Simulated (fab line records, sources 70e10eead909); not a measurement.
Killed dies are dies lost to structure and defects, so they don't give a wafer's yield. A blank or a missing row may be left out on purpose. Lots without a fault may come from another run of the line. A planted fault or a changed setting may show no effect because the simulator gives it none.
Chamber matching | flow nand_harc | NHARC_A_CHANNEL_FILL_D1_ALD_16 on ald_hk-01: 4 sister chambers
The step deposits SiO2, target thk 1.5 nm, pulse time 10 s, ald cycles 15. 4 wafers are shown with their chamber, then 9 later ones without.

WAFERS WITH THEIR CHAMBER
wafer  | chamber | heater_power_w (W)
L212.3 | 0       | 474
L213.1 | 2       | 477
L213.2 | 1       | 479
L213.5 | 3       | 422

WAFERS WITHOUT THEIR CHAMBER
wafer  | heater_power_w (W)
L218.1 | 480
L218.5 | 487
L218.6 | 416
L217.1 | 489
L217.4 | 481
L217.5 | 469
L224.2 | 490
L224.4 | 430
L224.5 | 481

WHICH CHAMBER EACH WENT THROUGH
wafer  | from the rows above          | in truth
L218.1 | can't be placed: 1 or 2 or 0 | 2
L218.5 | can't be placed: 1 or 2 or 0 | 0
L218.6 | 3                            | 3
L217.1 | can't be placed: 1 or 2 or 0 | 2
L217.4 | can't be placed: 1 or 2 or 0 | 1
L217.5 | can't be placed: 0 or 2 or 1 | 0
L224.2 | can't be placed: 1 or 2 or 0 | 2
L224.4 | 3                            | 3
L224.5 | can't be placed: 1 or 2 or 0 | 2
Placed correctly: 2 of 9. Can't be placed from these rows: 7 (the true chamber is among the candidates in 7). Placed wrongly: 0.
How it was worked out, from the rows above alone: a wafer's distance from a chamber is the root of the sum, over the readings, of the square of ((its reading less the chamber's mean) divided by the reading's scatter). The wafer belongs to the nearest chamber; if the next one is less than 2 further off, it can't be placed. A chamber's mean is the mean of its shown wafers. The scatter: with one shown wafer a chamber, the root of the mean of the squares of how far each hidden wafer lies from its nearest shown one.
